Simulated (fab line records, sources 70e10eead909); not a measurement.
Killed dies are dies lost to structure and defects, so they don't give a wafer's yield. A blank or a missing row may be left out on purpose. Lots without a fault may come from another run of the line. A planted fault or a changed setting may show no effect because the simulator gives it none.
A struck lot beside a sound one | flow nand_harc | 12 steps out of a route of 1302
Sound: wafers L306.1, L306.2, L306.3. Struck: wafers L296.3, L296.5, L296.6. The cause comes at the end.
At each step with rows: each side's tool, then ch and its chambers, then its first start. Under that, the readings that differ: sound wafers | struck wafers | difference of the means | sigmas: that difference in standard deviations of wafers without a fault.
alike: readings whose means differ by less than 2 such deviations, and words and numbers that are the same on both sides. not compared: withheld readings, readings that some wafer has no value for, bounds like >300 that may hide the same value, and numbers for which the record gives no deviation and whose values overlap.
The two part at a step that has a row with sigmas, a row that says differs or no value, or rows on one side only. Numbers that don't overlap but have no deviation are shown without sigmas and don't part them. A reading that every wafer of one side lacks parts them only if that side has two wafers or more.

NHARC_A_WL_FILL_INSPECT_15:
  sound on defect_inspect-02, day 28 16:14; struck on defect_inspect-01, day 24 09:00
  alike: raw_defect_count
NHARC_A_CONTACT_DEP_24: deposits SiO2, target thk 500 nm.
  sound on pecvd-04 ch 0,1,2, day 28 16:18; struck on pecvd-01 ch 0,1, day 24 09:04
  alike: heater_power_w, susceptor_temp_C, throttle_valve_pct
NHARC_A_CONTACT_DEP_28: deposits aC, target thk 7000 nm.
  sound on acl_dep-03 ch 0, day 28 16:55; struck on acl_dep-03 ch 0, day 24 13:31
  alike: susceptor_temp_C, throttle_valve_pct
NHARC_A_CONTACT_DEP_29: deposits SiON, target thk 100 nm.
  sound on pecvd-04 ch 0,1,2, day 28 21:13; struck on pecvd-01 ch 0,2, day 24 16:25
  alike: heater_power_w, susceptor_temp_C
then, 5 steps without rows for these wafers: NHARC_A_CONTACT_DEHYDRATE_32 (time 120 s); NHARC_A_CONTACT_HMDS_33 (time 30 s); NHARC_A_CONTACT_COAT_34 (time 75 s); NHARC_A_CONTACT_COAT_35 (time 65 s); NHARC_A_CONTACT_COAT_36 (resist thk 90 nm).
NHARC_A_CONTACT_SOFTBAKE_37: time 55 s.
  sound on litho_track-04 ch 0, day 28 21:00; struck on litho_track-01 ch 0, day 24 16:00
  reading                  | sound                | struck               | difference | sigmas
  heater_power_total_W (W) | 188.51 188.38 188.33 | 176.86 176.72 176.77 | -11.62     | -83
  alike: exhaust_pa
then, 1 step without rows for these wafers: NHARC_A_CONTACT_EBR_38.
-- the record jumps here: 3 days lie between the struck wafers' starts before and after (it left off in module A_CONTACT and takes up again in module END, whose first step shown is number 1302 of the route) --
NHARC_END_SORT_01:
  the record has rows for the struck wafers here (prober-02 ch 0, day 28 01:10) and none for the sound ones

WHERE THEY PART
First at NHARC_A_CONTACT_SOFTBAKE_37; last, within this record, at NHARC_END_SORT_01.

WHY: what the simulator had put in
Process parameter drift: litho_track-01, from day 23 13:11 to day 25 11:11, at NHARC_A_CONTACT_SOFTBAKE_37. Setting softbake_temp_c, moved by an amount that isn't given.
